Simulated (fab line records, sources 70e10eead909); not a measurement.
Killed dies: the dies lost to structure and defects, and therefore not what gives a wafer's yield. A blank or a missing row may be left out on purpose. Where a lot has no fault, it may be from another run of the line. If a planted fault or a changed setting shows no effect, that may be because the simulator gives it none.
Struck lot and sound lot, side by side :: flow nand_harc :: 15 steps out of a route of 1302
Sound: wafers L117.3, L117.4, L117.6. Struck: wafers L132.1, L132.4. (L132.2 of the same lot was not struck and is left out.) The cause comes at the end.
Each step with rows lists, per side, the tool, then ch with its chambers, then its first start. Under that, the readings that differ: sound wafers :: struck wafers :: difference of the means :: sigmas: that difference in standard deviations of wafers without a fault.
alike: readings whose means differ by less than 2 such deviations, and words and numbers that are the same on both sides. not compared: withheld readings, readings that some wafer has no value for, bounds like >300 that may hide the same value, and numbers for which the record gives no deviation and whose values overlap.
The two part at a step that has a row with sigmas, a row that says differs or no value, or rows on one side only. Numbers that have no deviation but don't overlap get no sigmas and don't part them. A reading missing from all wafers of one side parts the sides only when that side holds two or more wafers.

first, 3 steps without rows for these wafers: NHARC_A_CHANNEL_HOLE_D1_STRIP_41 (strips in N2/H2); NHARC_A_CHANNEL_HOLE_D1_STRIP_42 (strips in CF4/CHF3); NHARC_A_CHANNEL_HOLE_D1_STRIP_43 (strips in O2/COS).
NHARC_A_CHANNEL_HOLE_D1_ETCH_44: etches the open film in CF4/O2, target depth 140 nm, overetch 14 nm, time 77 s.
  sound on rie_diel-07 ch 0,1, day 11 09:29; struck on rie_diel-01 ch 0,3, day 17 20:35
  alike: drypump_motor_current_A, o2_flow_sccm, oes_product_au, rf_vpp_V, showerhead_plenum_p_Torr, throttle_valve_pct
  not compared: rf_hours_counter_h
NHARC_A_CHANNEL_HOLE_D1_STRIP_27: strips in O2.
  sound on rie_diel-07 ch 2,3; struck on rie_diel-01 ch 1,3
  alike: drypump_motor_current_A, o2_flow_sccm, oes_product_au, rf_vpp_V, showerhead_plenum_p_Torr, throttle_valve_pct
  not compared: rf_hours_counter_h
then, 2 steps without rows for these wafers: NHARC_A_CHANNEL_HOLE_D1_PRECLEAN_28 (cleans in SC1); NHARC_A_CHANNEL_HOLE_D1_SRD_29.
NHARC_A_CHANNEL_HOLE_D1_CD_MEAS_30:
  struck on cd_sem-02, day 17 21:23; sound on cd_sem-03, day 11 10:17
  alike: cd_nm
NHARC_A_CHANNEL_HOLE_D1_XSEM_31:
  sound on xsem-01 ch 0, day 11 10:22; struck on xsem-01 ch 0, day 17 21:28
  alike: bot_cd_nm, bow_nm, tilt_deg
NHARC_A_CHANNEL_HOLE_D1_INSPECT_40:
  struck on defect_inspect-02, day 17 21:34; sound on defect_inspect-02, day 11 10:28
  alike: raw_defect_count
then, 2 steps without rows for these wafers: NHARC_A_CHANNEL_FILL_D1_PRECLEAN_00 (cleans in SC1); NHARC_A_CHANNEL_FILL_D1_SRD_01.
NHARC_A_CHANNEL_FILL_D1_ALD_02: deposits SiO2, target thk 6 nm, pulse time 10 s, ald cycles 60.
  sound on ald_hk-01 ch 1,3, day 11 10:42; struck on ald_hk-02 ch 1,2, day 17 21:46
reading: ald_cycles
sound: 60 60 60
struck: 68 68
difference: +8
sigmas: 
  alike: heater_power_outer_w, heater_power_w, precursor_pulse_height_rel
NHARC_A_CHANNEL_FILL_D1_ALD_03: deposits SiNx, target thk 6 nm, pulse time 60 s, ald cycles 58.
  sound on ald_sin_batch-02 ch 0; struck on ald_sin_batch-01 ch 0
  alike: precursor_pulse_height_rel
  not compared: ald_cycles
-- record jumps: 17 days between struck wafers' starts before vs after; left off in module A_CHANNEL_FILL_D1, resumes in module END, first step shown is number 1302 of the route --
NHARC_END_SORT_01:
  at this point the record logs the struck wafers (prober-01 ch 0, day 35 08:05) and has no rows for the sound ones

WHERE THEY PART
At NHARC_END_SORT_01 and nowhere else, as far as this record goes.

WHY: whatever the simulator had introduced
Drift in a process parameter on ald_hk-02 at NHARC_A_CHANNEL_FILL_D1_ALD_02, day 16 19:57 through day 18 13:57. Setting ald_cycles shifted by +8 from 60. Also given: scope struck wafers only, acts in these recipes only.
